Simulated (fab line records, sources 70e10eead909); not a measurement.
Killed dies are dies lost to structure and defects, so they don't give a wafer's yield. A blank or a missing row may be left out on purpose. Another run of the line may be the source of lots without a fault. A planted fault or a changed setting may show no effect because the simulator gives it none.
Matching of chambers | flow nand_harc | 4 sister chambers for NHARC_P_M2_CMP_23 on cmp-03
The step polishes, t overpolish 20 s, target thk 144.3 nm. 4 wafers are shown with their chamber, then 11 later ones without.

WAFERS WITH THEIR CHAMBER
wafer  | chamber | motor_current_A (A)
L090.2 | 1       | 13.5
L089.4 | 3       | 10.2
L089.5 | 2       | 10.7
L092.3 | 0       | 13.4

WAFERS MISSING THEIR CHAMBER
wafer  | motor_current_A (A)
L092.5 | 10.6
L092.6 | 12.7
L091.2 | 12.5
L091.3 | 9.7
L091.5 | 10.4
L094.2 | 10.4
L094.3 | 13.2
L094.5 | 10.1
L096.3 | 13.0
L096.5 | 9.8
L096.6 | 10.8

CHAMBER TAKEN BY EACH
wafer  | from the rows above     | in truth
L092.5 | can't be placed: 2 or 3 | 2
L092.6 | can't be placed: 0 or 1 | 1
L091.2 | can't be placed: 0 or 1 | 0
L091.3 | can't be placed: 3 or 2 | 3
L091.5 | can't be placed: 3 or 2 | 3
L094.2 | can't be placed: 3 or 2 | 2
L094.3 | can't be placed: 0 or 1 | 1
L094.5 | can't be placed: 3 or 2 | 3
L096.3 | can't be placed: 0 or 1 | 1
L096.5 | can't be placed: 3 or 2 | 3
L096.6 | can't be placed: 2 or 3 | 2
Correct placement for 0 of the 11. Not placeable from these rows: 11 (in 11, the candidates include the true chamber). 0 placed wrongly.
How it was worked out, from the rows above alone: a wafer's distance from a chamber is the root of the sum, over the readings, of the square of ((its reading less the chamber's mean) divided by the reading's scatter). If the next closest chamber is less than 2 further off than the closest, the wafer can't be placed; otherwise it belongs to the closest. A chamber's mean is the mean of its shown wafers. The scatter (one wafer shown for each chamber): square how far every hidden wafer sits from the nearest shown wafer, average those squares and take the square root.
